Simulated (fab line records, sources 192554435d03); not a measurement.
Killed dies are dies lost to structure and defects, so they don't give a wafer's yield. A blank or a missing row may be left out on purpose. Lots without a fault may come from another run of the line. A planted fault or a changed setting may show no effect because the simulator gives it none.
Chamber matching | flow n5_finfet | N5_HKMG_FIN_ALD_79 on ald_metal-02: 4 sister chambers
The step deposits TiN, target thk 1.5 nm, pulse time 1 s, purge time 3 s. 30 wafers are shown with their chamber, then 12 later ones without.

WAFERS WITH THEIR CHAMBER
wafer  | chamber | heater_power_w (W) | precursor_pulse_height_rel
L074.2 | 3       | 860                | 1.022
L074.3 | 0       | 779                | 0.999
L074.4 | 1       | 882                | 1.007
L075.3 | 3       | 870                | 0.983
L075.4 | 0       | 747                | 0.991
L075.5 | 2       | 817                | 1.001
L083.1 | 1       | 894                | 1.029
L083.2 | 3       | 861                | 0.993
L083.6 | 1       | 897                | 0.992
L084.3 | 3       | 885                | 1.022
L084.5 | 3       | 868                | 0.996
L084.6 | 0       | 801                | 1.003
L085.1 | 2       | 818                | 0.973
L085.3 | 3       | 857                | 0.986
L085.5 | 3       | 872                | 1.008
L088.1 | 0       | 766                | 0.995
L088.4 | 1       | 887                | 0.998
L088.5 | 3       | 865                | 1.023
L087.1 | 2       | 811                | 1.025
L087.3 | 0       | 785                | 1.034
L087.4 | 3       | 874                | 0.986
L089.3 | 0       | 776                | 1.024
L089.5 | 0       | 765                | 0.988
L089.6 | 1       | 898                | 1.002
L090.3 | 1       | 884                | 0.976
L090.4 | 0       | 790                | 0.959
L090.6 | 1       | 883                | 1.023
L091.2 | 3       | 875                | 0.995
L091.3 | 1       | 904                | 1.011
L091.6 | 3       | 874                | 1.019

SIGNATURES (means of the wafers above)
reading                    | chamber 0 | chamber 1 | chamber 2 | chamber 3 | scatter within a chamber
heater_power_w             | 776.12    | 891.12    | 815.33    | 869.18    | 11
precursor_pulse_height_rel | 0.99913   | 1.00475   | 0.99967   | 1.00300   | 0.0192
Rule: a wafer's distance from a chamber is the root of the sum, over the readings, of the square of ((its reading less the chamber's mean) divided by the reading's scatter). The wafer belongs to the nearest chamber; if the next one is less than 2 further off, it can't be placed. The scatter: the root of (the sum of the squares of (reading less its chamber's mean) over the shown wafers, divided by (wafers less chambers)).

WAFERS WITHOUT THEIR CHAMBER
wafer  | heater_power_w (W) | precursor_pulse_height_rel
L092.2 | 781                | 1.028
L092.3 | 893                | 1.037
L092.4 | 862                | 1.008
L093.1 | 775                | 0.980
L093.2 | 876                | 0.995
L093.4 | 800                | 1.015
L094.1 | 915                | 1.016
L094.2 | 828                | 0.996
L094.4 | 761                | 0.982
L097.1 | 858                | 0.989
L097.4 | 771                | 1.003
L097.5 | 898                | 0.993

WHICH CHAMBER EACH WENT THROUGH
wafer  | from the rows above     | in truth
L092.2 | can't be placed: 0 or 2 | 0
L092.3 | can't be placed: 1 or 3 | 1
L092.4 | can't be placed: 3 or 1 | 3
L093.1 | 0                       | 0
L093.2 | can't be placed: 3 or 1 | 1
L093.4 | can't be placed: 2 or 0 | 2
L094.1 | can't be placed: 1 or 3 | 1
L094.2 | 2                       | 2
L094.4 | 0                       | 0
L097.1 | can't be placed: 3 or 1 | 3
L097.4 | 0                       | 0
L097.5 | can't be placed: 1 or 3 | 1
Placed correctly: 4 of 12. Can't be placed from these rows: 8 (the true chamber is among the candidates in 8). Placed wrongly: 0.
